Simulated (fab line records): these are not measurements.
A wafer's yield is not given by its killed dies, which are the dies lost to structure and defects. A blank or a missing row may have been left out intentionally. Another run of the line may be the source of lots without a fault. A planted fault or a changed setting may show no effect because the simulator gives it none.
fab line records -- flow n5-finfet
[record] lots = 11, wafers = 30, last-day = 17
route steps=1938 shown MOL_CONTACT_COAG@606 BEOL_M15@1818 MIM_TOP@1834 PASS1_CAP@1873 PASSIVATION@1936
lots that met no fault: from a run of the same line without faults
start-h: hours from the record's opening day to when the first of the lot's shown wafers began -- wait-h: how many hours have passed since the lot's step before this one -- " the same as in the row above -- L1.1+2: several wafers, shown together as one row -- - no value, or no start was given -- * or withheld: withheld -- < > ~ a bound
route shown NAME@n: names a module that has steps shown in the file, with the first one's number in the route -- usual: mean and standard deviation over wafers with no fault -- same: alike in all rows -- chamber/n: place in a boat -- sites: the reading at each site -- _std_site: standard deviation of those values -- _edge_site: mean of outer sites minus mean of inner sites -- radius-mm: how far each site lies from the wafer's centre -- mask NAME#n: copy n -- behind: the tool/chamber that last shaped the wafer -- hold: why the lot was held/for how many hours/how that ended -- device: which transistor (n, p or np) failed to switch -- end of line: at the end of the route, the tests of the same wafers -- for a step that has no rows: nothing shown but its recipe -- killed: the dies lost at the first sort to structure and to defects; this is not the yield of the wafer -- map: shows each die of a wafer: x if killed, . if not, _ if none is there
set.NAME: the setting that was run; set.NAME@STEP: the one run at that earlier step -- model.NAME: the simulator's own value behind a step, which no gauge read
one table for each step of the route and one row for each wafer, over a sample of lots
services: a tool's chamber out of use, with start hour (start-h, from the record's first day; less than 0 if before it), hours out, and reason
[[steps]]
[step N5_MOL_CONTACT_COAG_ETCH_65]
[recipe] chemistry = N2/H2, target = underlayer, target-depth-a = 130, mask-material = CAR-EUV, time-s = 10.4, ion-energy-ev = 200, pressure-mtorr = 30, source-w = 840, bias-w = 150, n2-flow-sccm = 200, h2-flow-sccm = 200, ends = cleared
[usual] drypump-motor-current-A = 5.6/0.6, etch-rf-on-time-s = 10.30/0.22, oes-product-au = 0.65/0.069, rf-vpp-V = 524.0/2.6, showerhead-plenum-p-Torr = 2.55/0.088, throttle-valve-pct = 17.95/0.25
lot.wafer,tool,chamber,start-h,wait-h,drypump-motor-current-A,etch-rf-on-time-s,oes-product-au,rf-hours-counter-h,rf-vpp-V,showerhead-plenum-p-Torr,throttle-valve-pct
L221.2,rie-diel-04,0,104.59,0.0,6.7,10.25,0.65,158,527.4,2.65,17.85
L221.3,rie-diel-04,1,104.59,0.0,5.9,9.90,0.62,208,525.8,2.61,18.36
L221.5,rie-diel-04,2,104.59,0.0,5.7,10.58,0.58,-,523.1,2.50,18.00
L222.1,rie-diel-05,1,106.03,0.0,5.3,10.15,0.60,226,519.2,2.41,18.32
L222.3,rie-diel-05,3,106.03,0.0,6.4,10.43,0.60,240,524.4,2.62,18.07
L222.5,rie-diel-05,1,106.03,0.0,5.3,10.10,0.60,-,519.5,2.41,18.33
L223.1,rie-diel-06,3,112.60,0.0,5.9,10.32,0.70,70,525.0,2.58,17.78
L223.3,rie-diel-06,1,112.60,0.0,4.8,10.36,0.62,187,521.9,2.51,17.89
L223.5,rie-diel-06,2,112.60,0.0,5.1,10.48,0.69,-,526.6,2.70,17.66
L228.2,rie-diel-06,3,140.86,0.0,5.9,10.35,0.70,80,525.1,2.58,17.80
L235.1,rie-diel-05,0,183.27,0.0,4.8,9.89,0.60,244,521.0,2.40,18.11
L235.3,rie-diel-05,2,183.27,0.0,5.3,10.37,0.74,49,526.5,2.58,17.46
L235.5,rie-diel-05,2,183.27,0.0,5.3,10.31,0.74,-,524.7,2.58,17.44
L237.1,rie-diel-05,3,196.25,0.0,6.3,10.00,0.80,15,526.3,2.61,17.74
L237.2,rie-diel-05,0,196.25,0.0,4.8,9.91,0.59,248,519.5,2.40,18.11
L237.5,rie-diel-05,3,196.25,0.0,6.3,10.01,0.80,-,526.6,2.61,17.76
L240.2,rie-diel-06,2,215.31,0.0,5.1,10.50,0.66,102,528.0,2.68,17.73
L240.4,rie-diel-06,2,215.31,0.0,5.1,10.40,0.67,-,528.5,2.68,17.74
L240.5,rie-diel-06,3,215.31,0.0,5.9,10.32,0.67,-,524.0,2.57,17.85
L241.1,rie-diel-06,1,222.41,0.0,4.8,10.44,0.59,224,522.8,2.50,17.95
L241.4,rie-diel-06,2,222.41,0.0,5.1,10.44,0.66,-,526.2,2.68,17.74
L241.6,rie-diel-06,1,222.41,0.0,4.8,10.45,0.59,-,523.4,2.50,17.96
L242.1,rie-diel-06,2,223.17,0.0,5.1,10.38,0.66,106,527.6,2.68,17.74
L242.3,rie-diel-06,1,223.17,0.0,4.8,10.43,0.60,224,522.4,2.50,17.94
L242.4,rie-diel-06,1,223.17,0.0,4.8,10.43,0.59,-,523.4,2.50,17.97
L243.1,rie-diel-04,0,236.39,0.0,6.7,10.18,0.62,205,526.3,2.63,17.93
L243.3,rie-diel-04,3,236.39,0.0,6.2,10.54,0.64,145,520.8,2.44,18.25
L243.4,rie-diel-04,0,236.39,0.0,6.6,10.20,0.62,-,526.4,2.63,17.96
L244.5,rie-diel-06,1,244.15,0.0,4.8,10.66,0.59,-,522.5,2.49,17.96
L244.6,rie-diel-06,0,244.15,0.0,6.2,10.32,0.83,-,521.9,2.51,17.86
[step N5_BEOL_M15_PRE_CLEAN_42]
[recipe] gas = H2/He, time-s = 30, temp-c = 300
[usual] heater-power-w = 470/84
lot.wafer,tool,chamber,start-h,wait-h,heater-power-w
L223.1,pvd-sputter-03,-,253.28,0.0,468
L223.3,pvd-sputter-03,-,253.28,0.0,498
L223.5,pvd-sputter-03,-,253.28,0.0,590
L221.2,pvd-sputter-02,-,265.50,0.0,452
L221.3,pvd-sputter-02,-,265.50,0.0,538
L221.5,pvd-sputter-02,-,265.50,0.0,574
L222.1,pvd-sputter-03,-,266.78,0.0,598
L222.3,pvd-sputter-03,-,266.78,0.0,485
L222.5,pvd-sputter-03,-,266.78,0.0,461
L228.2,pvd-sputter-02,-,287.17,0.0,548
L235.1,pvd-sputter-03,-,342.28,0.0,480
L235.3,pvd-sputter-03,-,342.28,0.0,603
L235.5,pvd-sputter-03,-,342.28,0.0,467
L237.1,pvd-sputter-02,-,342.83,0.0,550
L237.2,pvd-sputter-02,-,342.83,0.0,588
L237.5,pvd-sputter-02,-,342.83,0.0,338
L240.2,pvd-sputter-02,-,374.09,0.0,534
L240.4,pvd-sputter-02,-,374.09,0.0,339
L240.5,pvd-sputter-02,-,374.09,0.0,546
L242.1,pvd-sputter-02,-,379.71,0.0,587
L242.3,pvd-sputter-02,-,379.71,0.0,544
L242.4,pvd-sputter-02,-,379.71,0.0,331
L241.1,pvd-sputter-03,-,380.79,0.0,480
L241.4,pvd-sputter-03,-,380.79,0.0,383
L241.6,pvd-sputter-03,-,380.79,0.0,474
L243.1,pvd-sputter-03,-,386.11,0.0,383
L243.3,pvd-sputter-03,-,386.11,0.0,597
L243.4,pvd-sputter-03,-,386.11,0.0,496
L244.5,pvd-sputter-02,-,386.35,0.0,325
L244.6,pvd-sputter-02,-,386.35,0.0,452
[step N5_MIM_TOP_ALD_00]
[recipe] material = Al2O3, target-thk-a = *, temp-c = withheld, ald-precursor-family = TMA, ald-co-reactant = O3, pulse-time-s = withheld, purge-time-s = 3, co-reactant-purge-time-s = withheld, co-reactant-pulse-time-s = 3, ald-cycles = withheld
[usual] precursor-pulse-height-rel = 0.998/0.017
lot.wafer,tool,chamber,start-h,wait-h,precursor-pulse-height-rel
L223.1,ald-hk-03,2,256.40,0.1,0.985
L223.3,ald-hk-03,0,256.40,0.1,0.967
L223.5,ald-hk-03,2,256.40,0.1,0.998
L221.2,ald-hk-03,0,269.54,0.1,1.004
L221.3,ald-hk-03,1,269.54,0.1,1.008
L221.5,ald-hk-03,2,269.54,0.1,1.007
L222.1,ald-hk-01,0,273.39,0.1,1.005
L222.3,ald-hk-01,3,273.39,0.1,1.009
L222.5,ald-hk-01,2,273.39,0.1,1.013
L228.2,ald-hk-03,3,290.24,0.1,0.963
L235.1,ald-hk-02,0,345.70,0.1,0.997
L235.3,ald-hk-02,1,345.70,0.1,1.011
L235.5,ald-hk-02,3,345.70,0.1,0.992
L237.1,ald-hk-03,2,346.40,0.1,1.008
L237.2,ald-hk-03,1,346.40,0.1,0.978
L237.5,ald-hk-03,1,346.40,0.1,1.020
L240.2,ald-hk-02,1,377.23,0.1,1.010
L240.4,ald-hk-02,0,377.23,0.1,1.009
L240.5,ald-hk-02,2,377.23,0.1,1.005
L242.1,ald-hk-01,3,384.03,0.1,0.962
L242.3,ald-hk-01,2,384.03,0.1,1.024
L242.4,ald-hk-01,0,384.03,0.1,1.003
L241.1,ald-hk-02,3,384.41,0.1,0.952
L241.4,ald-hk-02,2,384.41,0.1,1.003
L241.6,ald-hk-02,3,384.41,0.1,0.977
L243.1,ald-hk-02,0,389.35,0.1,1.000
L243.3,ald-hk-02,1,389.35,0.1,0.992
L243.4,ald-hk-02,2,389.35,0.1,0.993
L244.5,ald-hk-03,3,389.57,0.1,0.992
L244.6,ald-hk-03,2,389.57,0.1,0.985
[step N5_PASSIVATION_PECVD_55]
[recipe] material = SiO2, target-thk-a = 4000, temp-c = 400, precursor = SiH4/N2O, pressure-torr = 2.7, rf-w = 608, time-s = 22.5
[usual] heater-power-w = 624/110, showerhead-plenum-p-Torr = 8.19/0.051, throttle-valve-pct = 51.7/3
lot.wafer,tool,chamber,start-h,wait-h,heater-power-w,showerhead-plenum-p-Torr,throttle-valve-pct
L223.1,pecvd-03,2,259.75,0.0,708,8.12,49.1
L223.3,pecvd-03,0,259.75,0.0,589,8.16,50.3
L223.5,pecvd-03,0,259.75,0.0,610,8.18,50.2
L221.2,pecvd-04,0,274.88,0.0,628,8.26,55.7
L221.3,pecvd-04,0,274.88,0.0,483,8.26,55.4
L221.5,pecvd-04,1,274.88,0.0,638,8.17,54.6
L222.1,pecvd-01,2,276.71,0.0,677,8.24,49.5
L222.3,pecvd-01,1,276.71,0.0,808,8.17,53.0
L222.5,pecvd-01,1,276.71,0.0,796,8.18,53.1
L228.2,pecvd-03,2,295.55,0.0,732,8.14,49.3
L235.1,pecvd-01,0,349.35,0.0,756,8.26,55.2
L235.3,pecvd-01,2,349.35,0.0,677,8.26,50.2
L235.5,pecvd-01,2,349.35,0.0,541,8.27,50.2
L237.1,pecvd-04,2,349.39,0.0,694,8.19,46.4
L237.2,pecvd-04,0,349.39,0.0,513,8.26,55.7
L237.5,pecvd-04,1,349.39,0.0,648,8.16,54.9
L240.2,pecvd-04,0,382.53,0.0,583,8.28,55.5
L240.4,pecvd-04,0,382.53,0.0,595,8.24,55.4
L240.5,pecvd-04,2,382.53,0.0,600,8.18,46.3
L242.1,pecvd-04,0,387.50,0.0,557,8.27,55.8
L242.3,pecvd-04,0,387.50,0.0,568,8.27,55.5
L242.4,pecvd-04,2,387.50,0.0,666,8.18,46.3
L241.1,pecvd-03,0,387.90,0.0,520,8.16,51.1
L241.4,pecvd-03,1,387.90,0.0,406,8.15,52.4
L241.6,pecvd-03,0,387.90,0.0,563,8.17,51.2
L243.1,pecvd-04,0,392.86,0.0,533,8.28,55.6
L243.3,pecvd-04,2,392.86,0.0,683,8.20,46.4
L243.4,pecvd-04,0,392.86,0.0,557,8.27,55.4
L244.5,pecvd-03,0,392.92,0.1,599,8.15,51.2
L244.6,pecvd-03,2,392.92,0.1,608,8.13,49.7
[step N5_PASSIVATION_PROBE_49]
[usual] defect-limited-yield = 91.4/1.5, killed_at_M0_to_M3 = 36/11, killed_at_M4_up = 14/6, killed-at-contacts = 11/6, killed-at-front-end = 37/11, killed-at-other = 4/3.4, killed-dies = 102/18, killed-on-rim = 13/3.5, killed-open = 66/13, killed-short = 34/7.8, sort_bin_5_function = 5.0/0.97, sort_bin_6_memory = 3.2/0.7, sort_bin_8_speed = 0.0/0.38, sort-n-pass = 1078/19, sort-yield-pct = 91.3/1.6
[same] gross-dies = 1180, killed-at-back-side = 0, sort_bin_4_leakage[%] = 0
lot.wafer,tool,chamber,start-h,wait-h,defect-limited-yield[%],killed_at_M0_to_M3,killed_at_M4_up,killed-at-contacts,killed-at-front-end,killed-at-other,killed-dies,killed-on-rim,killed-open,killed-short,sort_bin_5_function[%],sort_bin_6_memory[%],sort_bin_8_speed[%],sort-n-pass,sort-yield-pct[%]
L228.2,prober-01,-,306.32,0.1,85.3,41,19,89,24,0,173,23,74,28,9.3,3.1,0,1007,85.3
// killed by level:class
L228.2 MOL_CONTACT_COAG:unspecified=70 MOL_CONTACT_COAG:geometric-particle:open=18 BEOL_M1:geometric-particle:open=10 BEOL_M2:geometric-particle:open=9 BEOL_M4:geometric-particle:open=9 FIN_SAQP:geometric-particle:short=6 BEOL_M1:geometric-particle:short=6 STI_FIN_REVEAL:geometric-particle:open=5
[[services]]
tool,chamber,start-h,hours,kind
pecvd-03,-,80.90,2.8,pm
pecvd-01,1,88.23,5.4,repair
ald-hk-02,-,92.56,8.7,pm
pvd-sputter-02,-,103.35,1.5,repair
ald-hk-01,-,121.46,14.6,pm
pvd-sputter-02,-,127.15,4.5,repair
rie-diel-04,0,138.65,5.3,repair
pecvd-03,-,138.88,0.5,repair
rie-diel-06,0,147.08,5.7,repair
ald-hk-03,-,158.78,6.0,pm
ald-hk-01,-,161.25,1.5,repair
ald-hk-03,-,180.70,8.7,pm
rie-diel-04,1,235.62,8.8,repair
rie-diel-05,3,239.05,115.1,repair
pecvd-04,2,272.32,2.5,repair
pecvd-03,1,275.80,7.2,repair
pecvd-03,-,308.30,0.8,pm
pvd-sputter-02,-,321.23,1.2,repair
rie-diel-06,0,336.10,14.8,repair
rie-diel-05,0,345.00,5.6,repair
pecvd-04,0,363.60,6.3,repair
pecvd-03,-,364.88,2.7,repair
pvd-sputter-03,-,373.64,2.2,repair
rie-diel-05,-,384.77,1.2,repair
[[key]]
[first-sign] step = N5_PASSIVATION_PROBE_49, reading = killed-at-contacts, direction = up, sigmas = 13, usual = 11, struck = 89
[effect] step = N5_PASSIVATION_PROBE_49, reading = defect-limited-yield, direction = down, sigmas = 4, usual = 91.4, struck = 85.3
[more-kills-born-at] N5_MOL_CONTACT_COAG_ETCH_65@rie-diel-06 = 70
met-at N5_MOL_CONTACT_COAG_ETCH_65
struck-lots L228
struck-wafers L228.2
not-acting-at N5_BEOL_M15_PRE_CLEAN_42,N5_MIM_TOP_ALD_00,N5_PASSIVATION_PECVD_55
onset-between 112.60 140.86
[earlier-fault] kind = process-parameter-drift, tool = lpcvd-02, chamber = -, onset-h = 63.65, steps = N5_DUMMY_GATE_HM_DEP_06, channel = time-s, offset = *, shape = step, end-h = 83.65, acts-in = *, stated = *
[fault] kind = chamber-particle-source, tool = rie-diel-06, chamber = 3, onset-h = 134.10, steps = N5_MOL_CONTACT_COAG_ETCH_65, rate-per-visit-cm2 = 0.47201, end-h = 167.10
